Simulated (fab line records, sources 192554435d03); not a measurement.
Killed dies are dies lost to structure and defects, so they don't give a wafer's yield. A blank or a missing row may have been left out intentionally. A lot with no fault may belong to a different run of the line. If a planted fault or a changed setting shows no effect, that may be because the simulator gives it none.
Which tool was responsible? | flow n5_finfet | 8 lots, 24 wafers sampled, at 5 steps of a route of 1938

== WHAT EACH GAUGE READ, for each wafer ==
N5_BEOL_M4_RC_MEAS_101. Usual: DIBL_N 36.5 mV/V, standard deviation 1.8; DIBL_P 36.5 mV/V, standard deviation 2.1; IOFF_N 0.17 nA/um, standard deviation 0.031; IOFF_P 0.22 nA/um, standard deviation 0.036; ION_N 677 uA/um, standard deviation 11; ION_P 463 uA/um, standard deviation 8; SS_N 71.6 mV/dec, standard deviation 0.61; SS_P 73.3 mV/dec, standard deviation 0.63; VT_N 249 mV, standard deviation 3.1; VT_P -250 mV, standard deviation 3.3.
lot  | measured     | on        | DIBL_N (mV/V)  | DIBL_P (mV/V)  | IOFF_N (nA/um) | IOFF_P (nA/um) | ION_N (uA/um) | ION_P (uA/um) | SS_N (mV/dec)  | SS_P (mV/dec)  | VT_N (mV)   | VT_P (mV)      | flag
L191 | day 8 21:28  | prober-01 | 37.0 38.6 36.6 | 36.2 39.5 36.2 | 0.16 0.19 0.15 | 0.20 0.25 0.20 | 671 691 676   | 458 474 469   | 71.6 71.3 70.8 | 73.5 74.3 73.4 | 247 247 249 | -251 -247 -248 |
L194 | day 9 19:58  | prober-01 | 36.8 33.8 35.6 | 35.8 32.8 34.7 | 0.16 0.12 0.15 | 0.21 0.16 0.19 | 675 673 670   | 460 459 461   | 71.4 71.0 71.0 | 73.3 72.4 72.5 | 248 251 249 | -249 -254 -248 |
L195 | day 10 03:37 | prober-02 | 35.0 35.3 36.3 | 34.7 34.6 35.7 | 0.15 0.16 0.16 | 0.20 0.20 0.21 | 676 677 678   | 462 465 462   | 71.1 70.5 71.2 | 73.3 72.5 73.3 | 247 246 250 | -251 -251 -251 |
L196 | day 10 03:55 | prober-01 | 35.8 34.3 36.0 | 36.4 34.1 36.2 | 0.17 0.15 0.17 | 0.23 0.21 0.24 | 672 671 672   | 466 465 467   | 71.5 70.8 71.8 | 73.6 72.8 74.1 | 248 246 248 | -248 -248 -245 |
L199 | day 11 03:25 | prober-01 | 36.8 37.6 34.3 | 35.4 35.9 33.2 | 0.17 0.19 0.14 | 0.22 0.24 0.20 | 663 664 667   | 456 454 457   | 71.9 72.6 71.6 | 73.8 73.5 72.9 | 250 248 250 | -248 -249 -249 |
L200 | day 11 07:36 | prober-02 | 38.1 38.4 34.5 | 37.8 38.9 34.7 | 0.17 0.19 0.12 | 0.20 0.23 0.16 | 675 684 672   | 452 464 462   | 72.2 72.9 71.4 | 73.4 74.0 73.6 | 251 248 252 | -251 -251 -255 |
L201 | day 11 12:56 | prober-01 | 35.1 37.4 35.0 | 35.0 38.1 35.1 | 0.14 0.18 0.14 | 0.20 0.25 0.21 | 675 676 684   | 470 462 471   | 71.0 71.0 71.4 | 72.8 73.8 72.9 | 250 248 249 | -250 -248 -249 |
L209 | day 14 00:46 | prober-02 | 36.9 38.9 35.3 | 37.0 39.9 35.8 | 0.17 0.21 0.16 | 0.25 0.29 0.22 | 673 687 683   | 465 476 472   | 71.8 72.7 71.2 | 73.1 73.8 72.8 | 247 247 250 | -246 -243 -248 |

== WHAT TOOL EACH LOT RAN ON (gives the tool, then ch and the chambers of the sampled wafers, and finally the start) ==
lot  | N5_BEOL_M2_ETCH_63                 | N5_BEOL_M2_HM_OPEN_17             | N5_BEOL_M2_ETCH_77                 | N5_BEOL_M2_ETCH_69
L191 | rie_diel-04 ch 0,1,3, day 7 11:49  | rie_metal-03 ch 0,1, day 7 12:01  | rie_diel-05 ch 0,1,3, day 7 12:59  | rie_diel-05 ch 0,1,3, day 7 13:00
L194 | rie_diel-05 ch 0,1, day 8 16:06    | rie_metal-01 ch 0, day 8 16:18    | rie_diel-05 ch 2,3, day 8 17:12    | rie_diel-05 ch 2,3, day 8 17:13
L195 | rie_diel-03 ch 0,1,3, day 8 18:22  | rie_metal-03 ch 0,1, day 8 18:34  | rie_diel-04 ch 0,1,2, day 8 19:21  | rie_diel-04 ch 0,1,2, day 8 19:22
L196 | rie_diel-04 ch 0,2, day 8 22:10    | rie_metal-01 ch 0,1, day 8 22:22  | rie_diel-05 ch 0,3, day 8 23:02    | rie_diel-05 ch 0,3, day 8 23:04
L199 | rie_diel-03 ch 0,1,2, day 9 16:39  | rie_metal-01 ch 0, day 9 16:51    | rie_diel-04 ch 1,3, day 9 17:43    | rie_diel-04 ch 1,3, day 9 17:43
L200 | rie_diel-05 ch 1,2,3, day 10 00:28 | rie_metal-03 ch 0,1, day 10 00:40 | rie_diel-05 ch 2,3, day 10 01:20   | rie_diel-05 ch 2,3, day 10 01:22
L201 | rie_diel-03 ch 1,3, day 10 03:55   | rie_metal-01 ch 0,1, day 10 04:09 | rie_diel-05 ch 0,3, day 10 04:56   | rie_diel-05 ch 0,3, day 10 04:57
L209 | rie_diel-05 ch 0,1,3, day 12 09:27 | rie_metal-02 ch 0, day 12 09:39   | rie_diel-05 ch 0,2,3, day 12 10:38 | rie_diel-05 ch 0,2,3, day 12 10:39
- N5_BEOL_M2_ETCH_63: etches SiARC in CF4, target depth 15.6 nm, time 26 s.
- N5_BEOL_M2_HM_OPEN_17: chemistry Cl2/BCl3, target TiN, target depth 20 nm, overetch 6 nm.
- N5_BEOL_M2_ETCH_77: etches underlayer in N2/H2, target depth 6.5 nm, time 5.2 s.
- N5_BEOL_M2_ETCH_69: etches SiARC in CF4, target depth 15.6 nm, time 26 s.

== WHAT THE TOOLS THEMSELVES READ (means of the sampled wafers that have a number; where no wafer has one, the mark that the record gives instead) ==
N5_BEOL_M2_ETCH_63. Usual: bias_w 35.99 W (standard deviation 0.11); drypump_motor_current_A 5.8 A (standard deviation 0.39); etch_rf_on_time_s 26.0 s (standard deviation 0.55); oes_product_au 0.68 a.u. (standard deviation 0.083); rf_vpp_V 184.2 V (standard deviation 1.1); showerhead_plenum_p_Torr 2.15 Torr (standard deviation 0.078); throttle_valve_pct 15.59 % (standard deviation 0.24).
lot  | tool        | bias_w (W) | drypump_motor_current_A (A) | etch_rf_on_time_s (s) | oes_product_au (a.u.) | rf_vpp_V (V) | showerhead_plenum_p_Torr (Torr) | throttle_valve_pct (%) | flag
L191 | rie_diel-04 | 36.08      | 6.1                         | 25.8                  | 0.65                  | 184.9        | 2.19                            | 15.80                  |
L194 | rie_diel-05 | 35.97      | 6.3                         | 26.5                  | 0.65                  | 184.8        | 2.18                            | 15.67                  |
L195 | rie_diel-03 | 35.93      | 5.7                         | 26.2                  | 0.70                  | 183.9        | 2.16                            | 15.48                  |
L196 | rie_diel-04 | 36.04      | 6.1                         | 25.9                  | 0.61                  | 184.0        | 2.15                            | 16.07                  |
L199 | rie_diel-03 | 35.95      | 5.8                         | 26.3                  | 0.63                  | 183.5        | 2.13                            | 15.54                  |
L200 | rie_diel-05 | 35.98      | 5.5                         | 26.4                  | 0.64                  | 183.7        | 2.14                            | 15.51                  |
L201 | rie_diel-03 | 35.87      | 5.7                         | 25.9                  | 0.74                  | 183.9        | 2.14                            | 15.54                  |
L209 | rie_diel-05 | 36.00      | 6.0                         | 26.4                  | 0.61                  | 183.7        | 2.12                            | 15.71                  |

N5_BEOL_M2_HM_OPEN_17. Usual: bias_w 125.9 W, standard deviation 0.38; drypump_motor_current_A 5.4 A, standard deviation 0.39; oes_product_au 0.66 a.u., standard deviation 0.096; throttle_valve_pct 22.1 %, standard deviation 0.41.
lot  | tool         | bias_w (W) | drypump_motor_current_A (A) | oes_product_au (a.u.) | throttle_valve_pct (%) | flag
L191 | rie_metal-03 | 126.1      | 5.4                         | 0.69                  | 22.4                   |
L194 | rie_metal-01 | 125.9      | 5.1                         | 0.64                  | 21.6                   |
L195 | rie_metal-03 | 126.2      | 5.4                         | 0.68                  | 22.4                   |
L196 | rie_metal-01 | 126.0      | 5.1                         | 0.56                  | 22.3                   |
L199 | rie_metal-01 | 125.8      | 5.1                         | 0.64                  | 21.6                   |
L200 | rie_metal-03 | 125.5      | 5.4                         | 0.67                  | 22.4                   |
L201 | rie_metal-01 | 125.2      | 5.0                         | 0.69                  | 21.9                   |
L209 | rie_metal-02 | 125.3      | 6.0                         | 0.74                  | 21.6                   |

N5_BEOL_M2_ETCH_77. Usual: bias_w 149.9 W (standard deviation 0.42); drypump_motor_current_A 5.8 A (standard deviation 0.43); etch_rf_on_time_s 5.19 s (standard deviation 0.1); oes_product_au 0.68 a.u. (standard deviation 0.087); rf_vpp_V 525 V (standard deviation 3.2); showerhead_plenum_p_Torr 2.56 Torr (standard deviation 0.1); throttle_valve_pct 17.80 % (standard deviation 0.24).
lot  | tool        | bias_w (W) | drypump_motor_current_A (A) | etch_rf_on_time_s (s) | oes_product_au (a.u.) | rf_vpp_V (V) | showerhead_plenum_p_Torr (Torr) | throttle_valve_pct (%) | flag
L191 | rie_diel-05 | 149.7      | 6.0                         | 5.26                  | 0.63                  | 523          | 2.53                            | 17.83                  |
L194 | rie_diel-05 | 149.5      | 5.3                         | 5.22                  | 0.71                  | 528          | 2.65                            | 17.63                  |
L195 | rie_diel-04 | 150.3      | 6.0                         | 5.20                  | 0.65                  | 523          | 2.54                            | 17.99                  |
L196 | rie_diel-05 | 150.0      | 6.3                         | 5.27                  | 0.65                  | 526          | 2.62                            | 17.91                  |
L199 | rie_diel-04 | 149.7      | 6.0                         | 5.03                  | 0.75                  | 525          | 2.59                            | 17.65                  |
L200 | rie_diel-05 | 149.7      | 5.3                         | 5.17                  | 0.70                  | 527          | 2.65                            | 17.65                  |
L201 | rie_diel-05 | 150.4      | 6.3                         | 5.16                  | 0.65                  | 526          | 2.61                            | 17.92                  |
L209 | rie_diel-05 | 150.0      | 5.8                         | 5.58                  | 0.63                  | 525          | 2.62                            | 17.82                  | OFF

N5_BEOL_M2_ETCH_69. Usual: bias_w 36.00 W (standard deviation 0.11); drypump_motor_current_A 5.8 A (standard deviation 0.42); etch_rf_on_time_s 26.1 s (standard deviation 0.52); oes_product_au 0.68 a.u. (standard deviation 0.087); rf_vpp_V 184.2 V (standard deviation 1.3); showerhead_plenum_p_Torr 2.16 Torr (standard deviation 0.083); throttle_valve_pct 15.58 % (standard deviation 0.24).
lot  | tool        | bias_w (W) | drypump_motor_current_A (A) | etch_rf_on_time_s (s) | oes_product_au (a.u.) | rf_vpp_V (V) | showerhead_plenum_p_Torr (Torr) | throttle_valve_pct (%) | flag
L191 | rie_diel-05 | 35.97      | 6.0                         | 26.2                  | 0.64                  | 184.1        | 2.14                            | 15.63                  |
L194 | rie_diel-05 | 35.87      | 5.3                         | 25.9                  | 0.71                  | 184.7        | 2.23                            | 15.38                  |
L195 | rie_diel-04 | 35.91      | 6.0                         | 25.9                  | 0.65                  | 184.5        | 2.14                            | 15.76                  |
L196 | rie_diel-05 | 36.05      | 6.3                         | 26.4                  | 0.66                  | 185.4        | 2.20                            | 15.69                  |
L199 | rie_diel-04 | 36.10      | 6.0                         | 25.5                  | 0.76                  | 184.0        | 2.17                            | 15.38                  |
L200 | rie_diel-05 | 36.01      | 5.3                         | 25.6                  | 0.71                  | 184.2        | 2.22                            | 15.40                  |
L201 | rie_diel-05 | 36.05      | 6.3                         | 26.1                  | 0.65                  | 183.9        | 2.20                            | 15.71                  |
L209 | rie_diel-05 | 36.08      | 5.8                         | 26.0                  | 0.66                  | 184.3        | 2.21                            | 15.61                  |

== THE ANSWER, worked out from the rows above alone ==
Rule: take the mean of a lot's wafers that have a number; if it is more than 3 standard deviations from the usual mean, the lot is off. A lot without any number at a reading at which 4 lots or more have one is off too. All remaining lots with rows at the step are treated as sound. After the gauges, taken in route order, come the tools' own readings; for these a lot's mean is taken, as printed above. The first step at which some lot is off is used, and at that step the reading that is off furthest; a lot without a number counts as furthest.
Off at N5_BEOL_M2_ETCH_77 (etch_rf_on_time_s): L209.
A tool fits if, at that step or a process step before it, it ran every lot that is off, and no sound lot after the first of them. 2 tools fit, rie_diel-05 at N5_BEOL_M2_ETCH_63 and N5_BEOL_M2_ETCH_77 and rie_metal-02 at N5_BEOL_M2_HM_OPEN_17, so this cannot tell which one it is.

== WHAT THE SIMULATOR PUT IN ==
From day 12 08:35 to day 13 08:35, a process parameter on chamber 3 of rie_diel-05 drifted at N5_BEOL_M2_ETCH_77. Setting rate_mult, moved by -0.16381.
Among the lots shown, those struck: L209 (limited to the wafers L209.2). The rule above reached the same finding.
